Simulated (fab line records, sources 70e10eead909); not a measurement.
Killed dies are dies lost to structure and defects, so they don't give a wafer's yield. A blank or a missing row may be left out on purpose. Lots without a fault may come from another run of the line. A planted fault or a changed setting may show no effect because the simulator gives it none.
fab line records | flow nand_harc
record lots=12 wafers=34 last_day=33
route steps=1302 shown A_CHANNEL_HOLE_D1@450 END@1302
lots that met no fault: from a run of the same line without faults
start_h: hours from the record's first day to the start of the lot's first wafer shown | wait_h: hours since the lot's step before | " the same as in the row above | L1.1+2: a row that stands for several wafers | - no value, or no start given | * or withheld: withheld | < > ~ a bound
route shown NAME@n: a module of which the file shows steps, and the number in the route of the first | usual: mean/standard deviation of fault-free wafers | same: alike in all rows | chamber/n: place in a boat | sites: the reading at each site | _std_site: their standard deviation | _edge_site: outer sites' mean less inner sites' | radius_mm: how far each site lies from the wafer's centre | mask NAME#n: copy n | behind: the tool/chamber that last shaped the wafer | hold: why the lot was held/for how many hours/how that ended | device: the transistor (n, p or np) that didn't switch | end of line: the same wafers' tests at the end of the route | a step without rows: its recipe alone | killed: dies lost to structure and defects at the first sort, not the wafer's yield | map: a wafer's dies, x killed, . not, _ none there
set.NAME: the setting as run; set.NAME@STEP: as run at that earlier step | model.NAME: the simulator's own value behind a step, which no gauge read
steps of the route over a sample of lots; a table a step, a row a wafer
services: from which hour (start_h, from the record's first day; less than 0 if before it) a tool's chamber was out of use, for how many hours, and why
## steps
# step NHARC_A_CHANNEL_HOLE_D1_DEP_00
# recipe target_thk_a=31000 temp_c=400 material=aC
# usual throttle_valve_pct=35.001/0.0085
# columns lot.wafer tool chamber start_h wait_h throttle_valve_pct
L632.2 acl_dep-01 0 181.33 0.4 35.007
L632.3 " 0 " " 35.006
L632.6 " 0 " " 35.014
L634.3 acl_dep-03 0 199.25 0.7 35.004
L634.5 " 0 " " 34.999
L634.6 " 0 " " 35.013
L635.1 acl_dep-03 0 213.81 0.1 34.987
L635.3 " 0 " " 34.995
L635.5 " 0 " " 35.001
L636.1 acl_dep-03 0 219.91 0.1 35.017
L636.2 " 0 " " 35.005
L636.5 " 0 " " 35.001
L639.1 acl_dep-03 0 237.17 0.1 34.981
L639.2 " 0 " " 35.005
L639.6 " 0 238.79 1.7 35.000
L641.5 acl_dep-02 0 273.99 4.2 35.001
L641.6 " 0 " " 34.996
L643.2 acl_dep-02 0 284.41 0.4 34.993
L643.6 " 0 285.68 1.6 34.987
L649.2 acl_dep-02 0 349.57 1.2 35.010
L649.4 " 0 " " 34.984
L649.5 " 0 " " 34.990
L652.1 acl_dep-01 0 381.70 0.1 35.000
L652.3 " 0 " " 35.005
L652.6 " 0 " " 34.998
L653.1 acl_dep-01 0 387.41 0.1 35.007
L653.2 " 0 " " 35.016
L653.3 " 0 " " 35.001
L654.1 acl_dep-03 0 387.42 0.1 34.997
L654.2 " 0 " " 34.997
L654.6 " 0 389.02 1.7 35.012
L655.1 acl_dep-02 0 403.63 0.1 34.993
L655.2 " 0 " " 34.994
L655.3 " 0 " " 35.010
# step NHARC_A_CHANNEL_HOLE_D1_ETCH_39
# recipe target_depth_a=2600 over_etch_frac=0.3 time_s=325 ion_energy_ev=200 n2_flow_sccm=150 h2_flow_sccm=150 ar_flow_sccm=0 rf_w=400 bias_w=150 chemistry=N2/H2
# usual drypump_motor_current_A=5.7/0.38 n2_flow_sccm=150.0/0.48 oes_product_au=0.999/0.0089 rf_vpp_V=430.0/2.9 showerhead_plenum_p_Torr=2.02/0.1 throttle_valve_pct=14.170/0.01
# columns lot.wafer tool chamber start_h wait_h drypump_motor_current_A n2_flow_sccm oes_product_au rf_hours_counter_h rf_vpp_V showerhead_plenum_p_Torr throttle_valve_pct
L632.3 rie_diel-08 2 184.05 - 5.3 150.2 0.995 11 431.5 2.08 14.178
L632.2 " 1 " " 6.2 150.5 1.006 11 427.2 1.90 14.180
L632.6 " 2 " " 5.4 150.4 1.010 - 432.7 2.08 14.164
L634.3 rie_diel-08 1 201.69 - 6.2 149.9 0.998 0 428.5 1.90 14.178
L634.5 " 0 " " 5.2 149.3 1.001 - 433.5 2.17 14.178
L634.6 " 1 " " 6.2 149.1 1.000 - 427.4 1.90 14.162
L635.1 rie_diel-08 1 216.91 - 6.2 149.6 0.999 2 426.7 1.90 14.168
L635.3 " 2 " " 5.4 150.9 1.012 3 431.9 2.08 14.169
L635.5 " 2 " " 5.4 150.1 1.005 - 432.6 2.08 14.162
L636.1 rie_diel-08 2 223.12 - 5.3 150.4 1.007 3 431.6 2.08 14.180
L636.2 " 3 " " 5.7 148.8 0.995 4 427.7 1.90 14.177
L636.5 " 3 " " 5.7 148.3 0.993 - 426.8 1.90 14.177
L639.2 rie_diel-08 3 240.27 - 5.7 150.3 0.999 6 426.1 1.90 14.168
L639.1 " 0 " " 5.2 150.3 1.007 5 434.4 2.17 14.172
L639.6 " 2 " " 5.3 149.1 0.997 - 431.8 2.08 14.180
L641.6 rie_diel-08 2 275.85 - 5.3 149.8 0.849 - 431.7 2.08 14.171
L641.5 " 3 " " 5.7 149.1 1.004 - 427.4 1.90 14.173
L643.2 rie_diel-08 0 287.10 - 5.2 150.7 1.006 9 433.9 2.17 14.188
L643.6 " 0 " " 5.2 150.2 0.861 - 434.2 2.17 14.166
L649.4 rie_diel-08 1 352.31 - 6.2 150.0 0.981 15 426.4 1.90 14.159
L649.2 " 2 " " 5.4 150.5 1.005 13 431.6 2.08 14.171
L649.5 " 3 " " 5.7 150.2 0.983 - 428.3 1.90 14.158
L652.3 rie_diel-08 2 384.76 - 5.4 150.4 0.992 1 431.1 2.08 14.178
L652.1 " 3 " " 5.7 150.3 1.005 1 426.4 1.90 14.154
L652.6 " 2 " " 5.4 149.7 0.991 - 431.8 2.08 14.177
L653.2 rie_diel-08 3 390.30 - 5.7 149.2 1.007 1 427.1 1.90 14.181
L653.3 " 0 " " 5.2 150.4 1.012 2 433.0 2.17 14.161
L653.1 " 1 " " 6.2 150.1 1.001 2 426.3 1.90 14.135
L654.1 rie_diel-12 2 390.50 - 5.6 150.1 1.003 36 432.0 2.06 14.185
L654.2 " 0 " " 6.2 150.4 1.008 30 429.1 1.97 14.170
L654.6 " 2 " " 5.6 149.8 0.999 - 431.5 2.06 14.170
L655.1 rie_diel-08 3 406.50 - 5.7 150.5 0.997 3 426.4 1.90 14.168
L655.2 " 1 " " 6.2 150.2 1.006 3 426.7 1.90 14.173
L655.3 " 2 " " 5.4 150.5 0.995 3 432.8 2.08 14.166
# step NHARC_A_CHANNEL_HOLE_D1_ETCH_21
# recipe bias_v=3000 source_w=withheld pressure_mtorr=20 time_s=514.3 ar_flow_sccm=375 c4f8_flow_sccm=89.3 o2_flow_sccm=35.7 temp_c=-20 target_depth_a=16000 chemistry=C4F8/O2/Ar
# usual drypump_motor_current_A=5.85/0.11 showerhead_plenum_p_Torr=3.61/0.13 temp_c=-20.00/0.11 throttle_valve_pct=32.156/0.0094
# columns lot.wafer tool chamber start_h wait_h drypump_motor_current_A rf_hours_counter_h showerhead_plenum_p_Torr temp_c throttle_valve_pct
L632.2 har_etch-02 1 186.72 0.3 5.96 295 3.53 -20.01 32.160
L632.3 " 0 " " 5.87 - 3.55 -19.98 32.170
L632.6 " 1 " " 5.96 - 3.53 -19.86 32.163
L634.3 har_etch-02 1 203.32 0.3 5.95 - 3.52 -19.91 32.158
L634.6 " 0 " " 5.86 - 3.54 -19.91 32.156
L634.5 " 1 " " 5.98 - 3.52 -19.88 32.140
L635.1 har_etch-01 0 218.35 0.3 5.82 107 3.72 -19.80 32.168
L635.3 " 1 " " 5.66 - 3.70 -19.87 32.142
L635.5 " 1 " " 5.68 - 3.70 -19.88 32.166
L636.2 har_etch-02 1 225.13 0.3 5.98 318 3.51 -19.83 32.160
L636.1 " 0 " " 5.88 318 3.54 -20.25 32.157
L636.5 " 0 " " 5.88 - 3.54 -19.96 32.154
L639.1 har_etch-02 1 241.65 0.3 5.98 326 3.51 -19.98 32.135
L639.2 " 0 " " 5.86 326 3.53 -19.90 32.130
L639.6 " 0 " " 5.85 - 3.53 -19.80 32.165
L641.5 har_etch-02 1 280.17 0.3 5.98 - 3.50 -20.06 32.150
L641.6 " 0 " " 5.85 - 3.52 -20.00 32.159
L643.2 har_etch-01 0 288.61 0.3 5.81 149 3.70 -19.99 32.162
L643.6 " 0 " " 5.80 - 3.70 -20.02 32.160
L649.2 har_etch-02 0 358.50 0.3 5.84 391 3.50 -20.04 32.167
L649.4 " 0 " " 5.85 - 3.50 -20.16 32.163
L649.5 " 1 " " 5.94 - 3.48 -20.06 32.165
L652.1 har_etch-01 0 386.25 0.3 5.81 206 3.67 -19.98 32.164
L652.3 " 0 " " 5.78 - 3.67 -20.09 32.165
L652.6 " 0 " " 5.79 - 3.67 -19.98 32.151
L653.2 har_etch-01 1 394.61 0.3 5.66 213 3.65 -20.05 32.161
L653.1 " 0 " " 5.81 213 3.66 -19.81 32.162
L653.3 " 1 " " 5.65 - 3.65 -19.98 32.169
L654.1 har_etch-02 0 398.12 0.3 5.87 0 3.93 -19.92 32.158
L654.2 " 1 " " 5.99 0 3.93 -20.03 32.143
L654.6 " 1 " " 5.98 - 3.93 -19.81 32.145
L655.2 har_etch-02 0 407.94 0.3 5.86 8 3.93 -19.85 32.152
L655.1 " 1 " " 5.96 8 3.93 -20.07 32.148
L655.3 " 1 " " 5.96 - 3.93 -20.06 32.162
# step NHARC_A_CHANNEL_HOLE_D1_ETCH_26
# recipe bias_v=300 source_w=2000 pressure_mtorr=30 time_s=224.1 ar_flow_sccm=375 c4f8_flow_sccm=11.4 o2_flow_sccm=113.6 temp_c=-20 target_depth_a=3000 chemistry=C4F8/O2/Ar
# usual drypump_motor_current_A=5.84/0.11 showerhead_plenum_p_Torr=3.65/0.14 temp_c=-20.00/0.1 throttle_valve_pct=24.584/0.0092
# columns lot.wafer tool chamber start_h wait_h drypump_motor_current_A rf_hours_counter_h showerhead_plenum_p_Torr temp_c throttle_valve_pct
L632.2 har_etch-02 1 190.09 0.7 5.98 298 3.56 -20.00 24.591
L632.3 " 0 " " 5.86 - 3.58 -19.96 24.590
L632.6 " 1 " " 5.99 - 3.56 -19.96 24.585
L634.3 har_etch-02 1 206.57 0.4 5.97 - 3.56 -20.15 24.583
L634.6 " 0 " " 5.89 - 3.58 -19.91 24.590
L634.5 " 1 " " 5.97 - 3.56 -19.89 24.595
L635.1 har_etch-01 0 221.72 0.7 5.77 111 3.77 -20.14 24.571
L635.3 " 1 " " 5.67 - 3.75 -20.04 24.580
L635.5 " 1 " " 5.68 - 3.75 -20.03 24.572
L636.2 har_etch-02 1 228.48 0.7 5.96 321 3.55 -19.96 24.592
L636.1 " 0 " " 5.88 321 3.57 -20.21 24.599
L636.5 " 0 " " 5.86 - 3.57 -20.05 24.601
L639.1 har_etch-02 1 245.01 0.7 5.98 329 3.54 -20.14 24.584
L639.2 " 0 " " 5.87 329 3.57 -19.98 24.585
L639.6 " 0 " " 5.82 - 3.57 -19.69 24.575
L641.5 har_etch-02 1 283.39 0.3 5.95 - 3.53 -20.16 24.571
L641.6 " 0 " " 5.87 - 3.55 -19.98 24.577
L643.2 har_etch-01 0 291.95 0.6 5.80 152 3.74 -19.94 24.572
L643.6 " 0 " " 5.82 - 3.74 -20.06 24.598
L649.2 har_etch-02 0 361.83 0.6 5.85 394 3.53 -20.14 24.585
L649.4 " 0 " " 5.84 - 3.53 -19.86 24.590
L649.5 " 1 " " 5.94 - 3.51 -19.92 24.592
L652.1 har_etch-01 0 389.54 0.6 5.77 209 3.71 -19.98 24.598
L652.3 " 0 " " 5.79 - 3.71 -20.03 24.585
L652.6 " 0 " " 5.77 - 3.71 -20.19 24.585
L653.2 har_etch-01 1 397.93 0.7 5.67 217 3.69 -20.05 24.589
L653.1 " 0 " " 5.76 217 3.71 -19.96 24.604
L653.3 " 1 " " 5.66 - 3.69 -20.09 24.575
L654.1 har_etch-02 0 401.48 0.7 5.88 4 3.99 -20.01 24.578
L654.2 " 1 " " 5.96 4 3.99 -19.98 24.591
L654.6 " 1 " " 5.98 - 3.99 -20.08 24.576
L655.2 har_etch-02 0 411.29 0.7 5.86 11 3.98 -20.25 24.593
L655.1 " 1 " " 5.97 11 3.99 -19.95 24.565
L655.3 " 1 " " 5.98 - 3.99 -20.08 24.570
# step NHARC_END_SORT_01
# recipe temp_c=25
# usual killed_at_array=65/19 killed_at_other=0.9/1.1 killed_at_periphery=3.5/2.3 killed_dies=69/19 killed_open=3.2/1.8 killed_short=2.4/1.5
# same gross_dies=677
# columns lot.wafer tool chamber start_h wait_h killed_at_array killed_at_other killed_at_periphery killed_dies killed_open killed_short
L641.5 prober-02 0 665.26 3.7 101 0 4 105 2 1
L641.6 prober-02 0 666.06 4.0 117 0 4 121 3 2
L643.2 prober-02 0 676.88 2.8 60 1 1 62 2 6
L643.6 prober-02 0 680.12 4.1 81 1 2 84 2 1
# killed by level:class
L641.5 A_SLIT:chamber_film_flake=38 A_CHANNEL_HOLE_D1:chamber_film_flake=30 A_CHANNEL_HOLE_D2:chamber_film_flake=19 A_CONTACT:chamber_film_flake=3 A_BONDPAD:chamber_film_flake=3 P_M1:chamber_film_flake=2 A_STAIRCASE:chamber_film_flake=2 P_CONTACT:geometric_particle:short=1
L641.6 A_SLIT:chamber_film_flake=34 A_CHANNEL_HOLE_D1:area_etch=30 A_CHANNEL_HOLE_D1:chamber_film_flake=25 A_CHANNEL_HOLE_D2:chamber_film_flake=15 A_STAIRCASE:chamber_film_flake=3 A_SGD_CUT:geometric_particle:open=2 P_M1:chamber_film_flake=2 A_CHANNEL_FILL_D2:chamber_film_flake=2
L643.2 A_SLIT:chamber_film_flake=30 A_CHANNEL_HOLE_D2:chamber_film_flake=11 A_CHANNEL_HOLE_D1:chamber_film_flake=6 A_ONON_D2:geometric_particle:short=2 A_ONON_D1:geometric_particle:short=1 A_CHANNEL_HOLE_D1:geometric_particle:short=1 A_CHANNEL_FILL_D1:geometric_particle:short=1 A_ONON_D2:geometric_particle:open=1
L643.6 A_CHANNEL_HOLE_D1:area_etch=38 A_SLIT:chamber_film_flake=26 A_CHANNEL_HOLE_D2:chamber_film_flake=9 A_CHANNEL_HOLE_D1:chamber_film_flake=3 A_CONTACT:chamber_film_flake=2 P_GATE:geometric_particle:open=1 A_CHANNEL_FILL_D2:geometric_particle:short=1 A_WL_FILL:geometric_particle:open=1
## services
# columns tool chamber start_h hours kind
rie_diel-12 - 163.55 1.8 repair
rie_diel-08 - 175.21 1.2 repair
rie_diel-08 3 181.82 10.5 repair
acl_dep-01 - 185.00 13.0 pm
rie_diel-08 - 190.89 9.0 pm
acl_dep-02 - 245.11 13.0 pm
rie_diel-08 1 246.68 5.4 repair
rie_diel-12 1 264.73 13.7 repair
rie_diel-12 0 270.26 11.8 repair
rie_diel-12 - 270.42 9.0 pm
rie_diel-12 0 294.91 5.3 repair
rie_diel-08 2 297.66 5.6 repair
acl_dep-03 - 300.24 13.0 pm
rie_diel-12 1 314.26 16.4 repair
rie_diel-08 2 331.28 20.0 repair
rie_diel-08 3 335.12 5.8 repair
har_etch-02 - 366.35 0.4 repair
rie_diel-08 - 367.90 9.0 pm
acl_dep-01 - 368.15 13.0 pm
rie_diel-12 - 376.64 0.5 repair
har_etch-02 - 380.70 17.0 pm
har_etch-02 0 380.70 17.0 vent_cycle
har_etch-02 1 380.70 17.0 vent_cycle
rie_diel-12 3 401.05 5.6 repair
## key
first_sign step=NHARC_A_CHANNEL_HOLE_D1_ETCH_39 reading=oes_product_au direction=down sigmas=16 usual=0.999 struck=0.855
more_kills_born_at NHARC_A_CHANNEL_HOLE_D1_ETCH_39@rie_diel-08=68
met_at NHARC_A_CHANNEL_HOLE_D1_ETCH_39
struck_lots L641,L643
struck_wafers L641.6,L643.6
tester_left_out L641,L643
not_acting_at NHARC_A_CHANNEL_HOLE_D1_DEP_00,NHARC_A_CHANNEL_HOLE_D1_ETCH_21,NHARC_A_CHANNEL_HOLE_D1_ETCH_26
onset_between 240.27 275.85
fault kind=process_parameter_drift tool=rie_diel-08 chamber=- onset_h=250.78 steps=NHARC_A_CHANNEL_HOLE_D1_ETCH_39 channel=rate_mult offset=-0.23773 shape=step end_h=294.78 scope=struck_wafers_only
# tester_left_out: of these lots the tester's yield and bins aren't shown, on N5 and GAA mostly nor the transistor test; their killed dies are dies lost to structure and defects alone, not to doping, threshold or leakage, so they don't give the yield
